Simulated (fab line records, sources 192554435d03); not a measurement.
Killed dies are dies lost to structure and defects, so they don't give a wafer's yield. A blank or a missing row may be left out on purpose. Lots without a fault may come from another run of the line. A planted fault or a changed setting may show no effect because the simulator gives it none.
fab line records | flow n5_finfet
record lots=15 wafers=45 last_day=17
route steps=1938 shown FIN_SAQP@144 FIN_CUT@161
lots that met no fault: from a run of the same line without faults
start_h: hours from the record's first day to the start of the lot's first wafer shown | wait_h: hours since the lot's step before | " the same as in the row above | L1.1+2: a row that stands for several wafers | - no value, or no start given | * or withheld: withheld | < > ~ a bound
route shown NAME@n: a module of which the file shows steps, and the number in the route of the first | usual: mean/standard deviation of fault-free wafers | same: alike in all rows | chamber/n: place in a boat | sites: the reading at each site | _std_site: their standard deviation | _edge_site: outer sites' mean less inner sites' | radius_mm: how far each site lies from the wafer's centre | mask NAME#n: copy n | behind: the tool/chamber that last shaped the wafer | hold: why the lot was held/for how many hours/how that ended | device: the transistor (n, p or np) that didn't switch | end of line: the same wafers' tests at the end of the route | a step without rows: its recipe alone | killed: dies lost to structure and defects at the first sort, not the wafer's yield | map: a wafer's dies, x killed, . not, _ none there
set.NAME: the setting as run; set.NAME@STEP: as run at that earlier step | model.NAME: the simulator's own value behind a step, which no gauge read
steps of the route over a sample of lots; a table a step, a row a wafer
services: from which hour (start_h, from the record's first day; less than 0 if before it) a tool's chamber was out of use, for how many hours, and why
## steps
# step N5_FIN_SAQP_STRIP_77
# recipe chemistry=N2/H2 time_s=90 power_w=100 temp_c=40 pressure_mtorr=100 rf_frequency_hz=6e+07 bias_power_w=3 n2_flow_sccm=300 h2_flow_sccm=300
# usual drypump_motor_current_A=5.7/0.52 n2_flow_sccm=300.1/0.91 oes_product_au=0.78/0.08 rf_vpp_V=45.5/0.9 showerhead_plenum_p_Torr=3.45/0.099 throttle_valve_pct=12.24/0.24
# columns lot.wafer tool chamber start_h wait_h drypump_motor_current_A n2_flow_sccm oes_product_au rf_hours_counter_h rf_vpp_V showerhead_plenum_p_Torr throttle_valve_pct
L611.1 rie_diel-06 1 26.13 0.0 5.1 299.7 0.79 103 44.2 3.39 11.88
L611.2 " 2 " " 6.6 300.2 0.74 173 45.3 3.49 12.24
L611.3 " 3 " " 5.8 300.3 0.78 110 45.7 3.40 12.31
L612.1 rie_diel-05 1 32.45 0.0 5.8 299.7 0.87 43 46.9 3.57 12.16
L612.3 " 2 " " 5.1 301.4 0.73 168 46.9 3.51 12.44
L612.5 " 0 " " 6.6 301.1 0.72 - 46.3 3.35 12.28
L613.1 rie_diel-01 1 38.93 0.0 6.0 300.7 0.69 219 44.6 3.34 12.49
L613.4 " 3 " " 5.3 297.8 0.76 160 46.7 3.49 12.46
L613.5 " 3 " " 5.3 299.0 0.76 - 46.5 3.49 12.44
L614.1 rie_diel-01 1 44.04 0.0 6.0 301.4 0.68 220 45.8 3.33 12.50
L614.3 " 2 " " 6.1 301.6 0.77 142 45.2 3.53 12.34
L614.5 " 2 " " 6.1 301.2 0.77 - 45.7 3.53 12.34
L616.1 rie_diel-05 1 56.19 0.0 5.8 300.9 0.84 52 45.7 3.57 12.19
L616.3 " 0 " " 6.6 302.0 0.72 199 46.2 3.34 12.31
L616.5 " 2 " " 5.1 299.4 0.72 - 46.9 3.51 12.47
L618.1 rie_diel-05 0 67.58 0.0 6.6 298.2 0.70 202 45.6 3.34 12.29
L618.3 " 2 " " 5.1 300.6 0.72 181 43.8 3.51 12.48
L618.5 " 3 " " 5.7 298.7 0.93 - 45.6 3.58 11.74
L619.2 rie_diel-05 3 75.83 0.0 5.7 299.0 0.93 11 44.3 3.58 11.73
L619.3 " 0 " " 6.6 301.3 0.70 204 45.4 3.34 12.32
L619.5 " 3 " " 5.7 301.0 0.93 - 46.1 3.58 11.75
L620.2 rie_diel-01 0 80.78 0.0 5.2 300.2 0.88 26 46.7 3.28 11.97
L620.3 " 3 " " 5.2 299.5 0.75 174 46.2 3.48 12.50
L620.6 " 1 " " 5.9 299.9 0.68 - 44.4 3.33 12.53
L621.1 rie_diel-06 3 85.97 0.0 5.8 300.1 0.76 130 45.1 3.39 12.36
L621.5 " 3 " " 5.8 300.5 0.76 - 44.2 3.39 12.36
L621.6 " 0 " " 4.9 299.5 0.92 - 45.8 3.32 11.98
L622.2 rie_diel-06 2 94.46 0.0 6.6 299.6 0.72 200 48.4 3.47 12.30
L622.3 " 3 " " 5.8 300.5 0.77 133 46.4 3.39 12.36
L622.4 " 0 " " 4.9 301.1 0.92 19 44.9 3.32 12.00
L623.1 rie_diel-01 2 98.18 0.0 6.1 302.1 0.77 158 45.1 3.52 12.38
L623.3 " 0 " " 5.1 299.8 0.88 32 46.0 3.28 12.00
L623.4 " 1 " " 5.9 300.5 0.69 237 45.9 3.33 12.53
L624.2 rie_diel-05 2 105.86 0.0 5.2 299.1 0.72 191 46.6 3.50 12.51
L624.3 " 0 " " 6.6 301.1 0.70 216 45.3 3.34 12.35
L624.5 " 1 " " 5.7 299.1 0.82 - 45.0 3.56 12.22
L625.2 rie_diel-05 2 109.63 0.0 5.1 299.8 0.71 192 46.1 3.50 12.50
L625.3 " 3 " " 5.7 298.7 0.91 23 44.6 3.57 11.78
L625.5 " 1 " " 5.7 301.5 0.82 - 45.2 3.56 12.22
L626.1 rie_diel-05 1 116.74 0.0 5.7 298.5 0.81 75 45.2 3.55 12.24
L626.2 " 2 " " 5.1 301.5 0.71 196 44.8 3.50 12.51
L626.3 " 3 " " 5.7 299.7 0.89 27 45.0 3.57 11.78
L634.1 rie_diel-06 3 165.46 0.0 5.8 299.6 0.73 158 45.4 3.38 12.44
L634.2 " 2 " " 6.6 300.2 0.69 224 45.5 3.46 12.37
L634.6 " 1 " " 5.2 300.5 0.76 - 47.0 3.37 11.99
# step N5_FIN_CUT_PEB_06
# recipe peb_temp_c=100 peb_time_s=60 resist=CAR-EUV
# usual chill_plate_temp_C=23.00/0.085 exhaust_pa=44.8/0.9
# columns lot.wafer tool chamber start_h wait_h chill_plate_temp_C exhaust_pa
L611.1 litho_track-04 0 26.94 0.1 22.99 43.5
L611.2 " 0 " " 23.01 42.4
L611.3 " 0 " " 22.93 44.6
L612.1 litho_track-02 0 33.17 0.1 22.98 45.1
L612.3 " 0 " " 22.96 44.5
L612.5 " 0 " " 22.99 44.7
L613.1 litho_track-04 0 39.74 0.1 23.12 45.9
L613.4 " 0 " " 23.09 45.1
L613.5 " 0 " " 23.03 44.9
L614.1 litho_track-02 0 44.84 0.1 22.92 44.3
L614.3 " 0 " " 23.01 45.1
L614.5 " 0 " " 23.01 44.8
L616.1 litho_track-01 0 56.87 0.1 22.99 45.2
L616.3 " 0 " " 23.14 45.4
L616.5 " 0 " " 22.97 44.5
L618.1 litho_track-02 0 68.38 0.1 22.93 46.3
L618.3 " 0 " " 22.97 43.9
L618.5 " 0 " " 23.02 45.3
L619.2 litho_track-04 0 76.67 0.1 23.04 45.0
L619.3 " 0 " " 23.04 44.7
L619.5 " 0 " " 23.00 44.8
L620.2 litho_track-02 0 81.58 0.1 22.90 43.9
L620.3 " 0 " " 22.98 43.5
L620.6 " 0 " " 22.84 45.1
L621.1 litho_track-04 0 86.65 0.1 23.04 44.7
L621.5 " 0 " " 22.95 44.8
L621.6 " 0 " " 23.06 43.6
L622.2 litho_track-01 0 95.27 0.1 22.92 44.4
L622.3 " 0 " " 22.95 43.7
L622.4 " 0 " " 23.03 45.7
L623.1 litho_track-02 0 98.86 0.1 22.78 45.6
L623.3 " 0 " " 22.97 45.7
L623.4 " 0 " " 22.83 45.7
L624.2 litho_track-02 - 106.67 0.1 - -
L624.3 " - " " - -
L624.5 " - " " - -
L625.2 litho_track-01 - 110.30 0.1 - -
L625.3 " - " " - -
L625.5 " - " " - -
L626.1 litho_track-01 - 117.42 0.1 - -
L626.2 " - " " - -
L626.3 " - " " - -
L634.1 litho_track-01 0 166.14 0.1 23.02 44.7
L634.2 " 0 " " 22.92 46.1
L634.6 " 0 " " 22.99 45.3
# step N5_FIN_CUT_OVL_MEAS_09
# recipe points_per_wafer=522
# usual FIN_CUT_OVL=-0.3/0.68
# columns lot.wafer tool chamber start_h wait_h FIN_CUT_OVL[nm]
L611.1 overlay-01 0 27.04 0.0 0.1
L611.2 " 0 " " -0.3
L611.3 " 0 " " -0.3
L612.1 overlay-02 0 33.27 0.0 -1.2
L612.3 " 0 " " -1.2
L612.5 " 0 " " -0.5
L613.1 overlay-02 0 39.84 0.0 1.0
L613.4 " 0 " " -0.4
L613.5 " 0 " " 0.9
L614.1 overlay-02 0 44.94 0.0 0.5
L614.3 " 0 " " 0.5
L614.5 " 0 " " 0.2
L616.1 overlay-01 0 56.97 0.0 -0.2
L616.3 " 0 " " -0.5
L616.5 " 0 " " -0.5
L618.1 overlay-02 0 68.48 0.0 -0.9
L618.3 " 0 " " -0.8
L618.5 " 0 " " -0.6
L619.2 overlay-01 0 76.78 0.0 0.6
L619.3 " 0 " " 0.4
L619.5 " 0 " " -0.4
L620.2 overlay-01 0 81.68 0.0 -0.2
L620.3 " 0 " " -0.5
L620.6 " 0 " " -1.2
L621.1 overlay-02 0 86.74 0.0 -0.4
L621.5 " 0 " " 0.0
L621.6 " 0 " " -1.7
L622.2 overlay-01 0 95.37 0.0 -0.9
L622.3 " 0 " " -1.2
L622.4 " 0 " " -0.8
L623.1 overlay-02 0 98.95 0.0 -0.7
L623.3 " 0 " " 1.0
L623.4 " 0 " " 0.7
L624.2 overlay-02 0 106.77 0.0 -
L624.3 " 0 " " -
L624.5 " 0 " " -
L625.2 overlay-02 0 110.41 0.0 -
L625.3 " 0 " " -
L625.5 " 0 " " -
L626.1 overlay-01 0 117.52 0.0 -
L626.2 " 0 " " -
L626.3 " 0 " " -
L634.1 overlay-01 0 166.24 0.0 0.5
L634.2 " 0 " " -1.0
L634.6 " 0 " " -1.3
# step N5_FIN_CUT_ETCH_21
# recipe chemistry=N2/H2 target=SOC target_depth_a=2190 overetch_a=438 mask_material=SiARC temp_c=40 ion_energy_ev=100 bias_w=61 time_s=523.5 pressure_mtorr=30 source_w=850 n2_flow_sccm=200 h2_flow_sccm=200
# usual drypump_motor_current_A=5.9/0.5 n2_flow_sccm=200.1/0.59 oes_product_au=0.69/0.038 rf_vpp_V=240.8/1.4 showerhead_plenum_p_Torr=2.55/0.09 throttle_valve_pct=17.75/0.12
# columns lot.wafer tool chamber start_h wait_h drypump_motor_current_A n2_flow_sccm oes_product_au rf_hours_counter_h rf_vpp_V showerhead_plenum_p_Torr throttle_valve_pct
L611.1 rie_diel-02 0 27.22 0.0 5.1 199.8 0.79 59 242.4 2.68 17.59
L611.2 " 1 " " 6.2 200.7 0.73 108 240.1 2.46 17.66
L611.3 " 3 " " 6.6 200.5 0.63 212 241.5 2.62 17.87
L612.1 rie_diel-04 2 33.45 0.0 5.4 201.1 0.73 105 241.4 2.55 17.67
L612.3 " 1 " " 6.0 199.4 0.71 114 243.0 2.66 17.80
L612.5 " 2 " " 5.4 200.7 0.73 - 240.5 2.56 17.67
L613.1 rie_diel-04 0 40.02 0.0 6.3 199.9 0.69 174 238.3 2.41 17.93
L613.4 " 2 " " 5.4 199.5 0.72 107 240.6 2.55 17.67
L613.5 " 2 " " 5.4 199.7 0.72 - 240.8 2.55 17.67
L614.1 rie_diel-04 1 45.13 0.0 6.0 200.8 0.70 118 242.7 2.66 17.81
L614.3 " 0 " " 6.3 199.7 0.68 175 239.1 2.41 17.93
L614.5 " 0 " " 6.4 199.5 0.68 - 239.7 2.41 17.94
L616.1 rie_diel-03 2 57.15 0.0 5.3 199.8 0.70 154 240.4 2.55 17.73
L616.3 " 0 " " 5.9 199.4 0.66 197 239.2 2.42 17.87
L616.5 " 2 " " 5.3 200.5 0.69 - 239.0 2.55 17.72
L618.1 rie_diel-02 0 68.90 0.0 5.1 199.2 0.77 68 241.4 2.68 17.62
L618.3 " 2 " " 6.1 199.4 0.70 131 240.9 2.55 17.62
L618.5 " 0 " " 5.1 199.2 0.78 - 242.0 2.68 17.61
L619.2 rie_diel-04 3 76.95 0.0 6.0 200.8 0.68 146 241.8 2.64 17.57
L619.3 " 2 " " 5.4 200.8 0.71 119 241.4 2.55 17.69
L619.5 " 2 " " 5.4 200.1 0.72 - 241.9 2.55 17.68
L620.2 rie_diel-02 3 81.86 0.0 6.6 200.2 0.64 225 242.1 2.61 17.88
L620.3 " 0 " " 5.1 200.9 0.76 72 242.8 2.68 17.62
L620.6 " 0 " " 5.1 200.5 0.77 - 241.1 2.68 17.62
L621.1 rie_diel-02 0 87.54 0.0 5.1 199.8 0.77 74 243.0 2.68 17.62
L621.5 " 1 " " 6.2 200.0 0.73 - 239.6 2.45 17.66
L621.6 " 2 " " 6.2 200.8 0.71 - 241.0 2.55 17.61
L622.2 rie_diel-02 1 95.55 0.0 6.2 199.0 0.72 124 239.2 2.45 17.67
L622.3 " 3 " " 6.7 199.1 0.63 229 241.7 2.61 17.90
L622.4 " 2 " " 6.2 199.8 0.70 138 240.6 2.55 17.61
L623.1 rie_diel-02 2 99.14 0.0 6.2 200.7 0.70 139 240.0 2.55 17.62
L623.3 " 3 " " 6.6 198.7 0.62 230 240.6 2.61 17.90
L623.4 " 0 " " 5.1 199.5 0.76 77 242.9 2.68 17.64
L624.2 rie_diel-02 2 107.33 0.0 6.2 200.3 0.69 142 241.1 2.54 17.63
L624.3 " 0 " " 5.1 200.1 0.76 79 241.7 2.67 17.65
L624.5 " 1 " " 6.2 200.0 0.72 - 239.0 2.45 17.69
L625.2 rie_diel-04 2 111.01 0.0 5.4 199.3 0.71 130 240.2 2.54 17.70
L625.3 " 3 " " 6.0 199.9 0.67 157 241.0 2.64 17.61
L625.5 " 1 " " 6.0 199.6 0.68 - 242.6 2.65 17.86
L626.1 rie_diel-03 1 117.72 0.0 6.5 199.9 0.68 163 242.4 2.53 17.78
L626.2 " 0 " " 5.9 199.9 0.65 218 238.3 2.41 17.91
L626.3 " 3 " " 5.3 200.6 0.69 154 238.9 2.42 17.83
L634.1 rie_diel-02 1 166.42 0.0 6.2 198.6 0.71 143 238.8 2.44 17.71
L634.2 " 0 " " 5.1 200.6 0.76 96 242.7 2.67 17.64
L634.6 " 3 " " 6.6 199.4 0.62 - 241.3 2.60 17.94
## services
# columns tool chamber start_h hours kind
rie_diel-05 1 9.75 9.8 repair
rie_diel-01 - 9.88 0.5 repair
rie_diel-05 3 19.59 - clean
rie_diel-05 3 19.59 - consumable_replace:focus_ring
rie_diel-05 3 19.59 - consumable_replace:showerhead
rie_diel-05 3 19.59 18.6 scheduled_down
rie_diel-05 3 19.59 18.6 vent_cycle
rie_diel-02 2 19.75 15.8 repair
rie_diel-01 - 27.47 0.9 repair
rie_diel-06 1 35.52 4.5 repair
rie_diel-06 1 41.28 3.1 repair
rie_diel-02 - 53.02 14.6 pm
rie_diel-03 1 57.34 23.6 repair
rie_diel-04 3 60.92 12.0 repair
rie_diel-02 2 69.71 3.8 repair
rie_diel-02 1 71.07 1.3 repair
rie_diel-06 3 73.64 6.6 repair
rie_diel-05 2 80.74 5.5 repair
rie_diel-02 - 104.66 0.8 repair
rie_diel-05 0 110.92 6.6 repair
rie_diel-06 1 116.06 7.0 repair
rie_diel-04 - 117.44 2.2 repair
rie_diel-03 2 119.39 6.6 repair
rie_diel-02 - 126.83 2.8 pm
## key
first_sign step=N5_FIN_CUT_PEB_06 reading=tool_record direction=missing
effect none on later readings
met_at N5_FIN_CUT_PEB_06
struck_lots L624,L625,L626
later_rows_left_out L624.2,L624.3,L624.5,L625.2,L625.3,L625.5,L626.1,L626.2,L626.3
sort_left_out L624.2,L624.3,L624.5,L625.2,L625.3,L625.5,L626.1,L626.2,L626.3
not_acting_at N5_FIN_SAQP_STRIP_77,N5_FIN_CUT_OVL_MEAS_09,N5_FIN_CUT_ETCH_21
onset_between 98.86 106.67
fault kind=skipped_step_whole tool=litho_track-01,litho_track-02 chamber=- onset_h=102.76 steps=N5_FIN_CUT_PEB_06 scope=struck_lots_only
# sort_left_out: the simulated sort isn't trusted on such a fault, so these wafers' sort isn't shown, and their yield isn't known
# later_rows_left_out: the simulator's readings of these wafers behind a module that went badly wrong aren't trusted and aren't shown, but for the sort
